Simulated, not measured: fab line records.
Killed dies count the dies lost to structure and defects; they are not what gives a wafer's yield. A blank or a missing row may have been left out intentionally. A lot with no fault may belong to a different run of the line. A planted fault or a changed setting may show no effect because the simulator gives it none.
The tool behind it: which one? :: flow nand harc :: Sampling: 6 lots, 18 wafers, 5 of 1302 route steps

== WHAT THE GAUGES READ, wafer by wafer ==
NHARC_END_SORT_01.
lot: L117
measured: day 25 20:01
on: prober-02
killed dies: 66 78 69

lot: L120
measured: day 26 05:54
on: prober-02
killed dies: 62 66 50

lot: L128
measured: day 30 11:58
on: prober-02
killed dies: 43 42 34

== WHICH TOOL RAN EACH LOT (tool, then ch and the chambers of the sampled wafers, then the start) ==
lot: L117
NHARC_A_STAIRCASE_TRIM_187: rie diel-03 ch 1,2, day 17 10:38
NHARC_A_STAIRCASE_ETCH_188: rie diel-03 ch 0,1,2, day 17 12:15 or earlier
NHARC_A_STAIRCASE_TRIM_191: rie diel-03 ch 0,1,3, day 17 12:15 or earlier
NHARC_A_STAIRCASE_ETCH_192: rie diel-03 ch 0,2, day 17 12:15

lot: L120
NHARC_A_STAIRCASE_TRIM_187: rie diel-03 ch 0,2,3, day 18 07:35
NHARC_A_STAIRCASE_ETCH_188: rie diel-03 ch 0,1,2, day 18 08:12 or earlier
NHARC_A_STAIRCASE_TRIM_191: rie diel-03 ch 0,1,3, day 18 08:12 or earlier
NHARC_A_STAIRCASE_ETCH_192: rie diel-03 ch 1,2,3, day 18 08:12

lot: L128
NHARC_A_STAIRCASE_TRIM_187: rie diel-08 ch 1,2,3, day 21 14:40
NHARC_A_STAIRCASE_ETCH_188: rie diel-08 ch 0,2, day 21 15:16 or earlier
NHARC_A_STAIRCASE_TRIM_191: rie diel-08 ch 0,3, day 21 15:16 or earlier
NHARC_A_STAIRCASE_ETCH_192: rie diel-08 ch 0,1, day 21 15:16

lot: L132
NHARC_A_STAIRCASE_TRIM_187: rie diel-02 ch 0,1,2, day 23 09:18
NHARC_A_STAIRCASE_ETCH_188: rie diel-02 ch 1,2,3, day 23 09:56 or earlier
NHARC_A_STAIRCASE_TRIM_191: rie diel-02 ch 0,1,2, day 23 09:56 or earlier
NHARC_A_STAIRCASE_ETCH_192: rie diel-02 ch 1,2, day 23 09:56

lot: L135
NHARC_A_STAIRCASE_TRIM_187: rie diel-08 ch 0,1,3, day 24 10:56
NHARC_A_STAIRCASE_ETCH_188: rie diel-08 ch 0,1,3, day 24 11:32 or earlier
NHARC_A_STAIRCASE_TRIM_191: rie diel-08 ch 0,3, day 24 11:32 or earlier
NHARC_A_STAIRCASE_ETCH_192: rie diel-08 ch 0,1,2, day 24 11:32

lot: L136
NHARC_A_STAIRCASE_TRIM_187: rie diel-03 ch 0,2,3, day 25 01:09
NHARC_A_STAIRCASE_ETCH_188: rie diel-03 ch 0,1,2, day 25 01:50 or earlier
NHARC_A_STAIRCASE_TRIM_191: rie diel-03 ch 0,1,3, day 25 01:50 or earlier
NHARC_A_STAIRCASE_ETCH_192: rie diel-03 ch 0,1,2, day 25 01:50
- NHARC_A_STAIRCASE_TRIM_187: chemistry O2, time 211.2 s.
- NHARC_A_STAIRCASE_ETCH_188: etches the open film in C4F8/O2, target depth 100 nm, time 40.5 s.
- NHARC_A_STAIRCASE_TRIM_191: chemistry O2, time 211.2 s.
- NHARC_A_STAIRCASE_ETCH_192: etches the open film in C4F8/O2, target depth 100 nm, time 40.5 s.

== THE ANSWER, worked out from the rows above alone ==
Rule: the usual values come from the lots themselves. Put in order of their means at a reading, lots are off if they are a third of the lots or fewer, leave a main group of 4 or more, and stand apart from it by a gap of 3 or more times the standard deviation of the main group's means; of several such gaps the widest counts. A main group is skipped when, at the precision printed for the reading in the tables above, its means are all equal. A lot without any number at a reading at which 4 lots or more have one is off too. Where the step has rows for the other lots, those lots are counted as sound.
None of the lots is off at any reading shown; this tells nothing.

== WHAT THE SIMULATOR HAD INSERTED ==
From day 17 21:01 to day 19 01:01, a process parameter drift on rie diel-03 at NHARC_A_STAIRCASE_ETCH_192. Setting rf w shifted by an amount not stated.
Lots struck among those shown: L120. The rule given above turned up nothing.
